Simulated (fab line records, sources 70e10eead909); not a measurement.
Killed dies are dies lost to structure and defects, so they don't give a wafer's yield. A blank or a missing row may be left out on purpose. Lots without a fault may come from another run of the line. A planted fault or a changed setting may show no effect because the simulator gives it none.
A struck lot beside a sound one | flow nand_harc | 14 steps out of a route of 1302
Sound: wafers L289.2, L289.3, L289.6. Struck: wafer L281.1. (L281.4 of the same lot was not struck and is left out.) The cause comes at the end.
At each step with rows: each side's tool, then ch and its chambers, then its first start. Under that, the readings that differ: sound wafers | struck wafers | difference of the means | sigmas: that difference in standard deviations of wafers without a fault.
alike: readings whose means differ by less than 2 such deviations, and words and numbers that are the same on both sides. not compared: withheld readings, readings that some wafer has no value for, bounds like >300 that may hide the same value, and numbers for which the record gives no deviation and whose values overlap.
The two part at a step that has a row with sigmas, a row that says differs or no value, or rows on one side only. Numbers that don't overlap but have no deviation are shown without sigmas and don't part them. A reading that every wafer of one side lacks parts them only if that side has two wafers or more.

first, 8 steps without rows for these wafers: NHARC_A_STAIRCASE_HMDS_210 (time 30 s); NHARC_A_STAIRCASE_COAT_211; NHARC_A_STAIRCASE_SOFTBAKE_212 (time 170 s); NHARC_A_STAIRCASE_EBR_213; NHARC_A_STAIRCASE_EXPOSE_214 (exposes mask STAIR 3); NHARC_A_STAIRCASE_PEB_215 (peb time 130 s); NHARC_A_STAIRCASE_DEVELOP_216 (time 140 s); NHARC_A_STAIRCASE_HARDBAKE_218 (time 140 s).
NHARC_A_STAIRCASE_DESCUM_219: chemistry O2, time 3 s.
  sound on rie_diel-01 ch 0,1,2, day 24 03:54; struck on rie_diel-09 ch 1, day 20 18:27
  reading                | sound                | struck | difference | sigmas
  throttle_valve_pct (%) | 11.312 11.307 11.308 | 11.328 | +0.019     | +2
  alike: drypump_motor_current_A, oes_product_au, rf_vpp_V, showerhead_plenum_p_Torr
  not compared: rf_hours_counter_h
NHARC_A_STAIRCASE_TRIM_220: chemistry O2, time 211.2 s.
  sound on rie_diel-01 ch 1,2, day 24 03:59; struck on rie_diel-09 ch 1, day 20 18:33
  alike: drypump_motor_current_A, oes_product_au, rf_vpp_V, showerhead_plenum_p_Torr, throttle_valve_pct
  not compared: rf_hours_counter_h
NHARC_A_STAIRCASE_ETCH_221: etches the open film in C4F8/O2, target depth 100 nm, time 40.5 s.
  sound on rie_diel-01 ch 0,2,3; struck on rie_diel-09 ch 1
  alike: oes_product_au, rf_vpp_V
  not compared: rf_hours_counter_h
NHARC_A_STAIRCASE_TRIM_222: chemistry O2, time 211.2 s.
  sound on rie_diel-01 ch 0,3, day 24 04:16; struck on rie_diel-09 ch 0, day 20 18:47
  reading                     | sound             | struck | difference | sigmas
  drypump_motor_current_A (A) | 5.8 6.6 5.9       | 5.2    | -0.9       | -2
  oes_product_au (a.u.)       | 1.001 0.998 1.000 | 1.206  | +0.206     | +25
  alike: rf_vpp_V, showerhead_plenum_p_Torr, throttle_valve_pct
  not compared: rf_hours_counter_h
NHARC_A_STAIRCASE_ETCH_223: etches the open film in C4F8/O2, target depth 100 nm, time 40.5 s.
  sound on rie_diel-01 ch 0,1,2; struck on rie_diel-09 ch 3
  reading               | sound             | struck | difference | sigmas
  oes_product_au (a.u.) | 0.939 0.943 0.925 | 0.956  | +0.020     | +2
  alike: rf_vpp_V
  not compared: rf_hours_counter_h
-- the record jumps here: 8 days lie between the struck wafers' starts before and after (it left off in module A_STAIRCASE and takes up again in module END, whose first step shown is number 1302 of the route) --
NHARC_END_SORT_01:
  the record has rows for the struck wafers here (prober-02 ch 0, day 29 05:37) and none for the sound ones

WHERE THEY PART
First at NHARC_A_STAIRCASE_DESCUM_219; last, within this record, at NHARC_END_SORT_01.

WHY: what the simulator had put in
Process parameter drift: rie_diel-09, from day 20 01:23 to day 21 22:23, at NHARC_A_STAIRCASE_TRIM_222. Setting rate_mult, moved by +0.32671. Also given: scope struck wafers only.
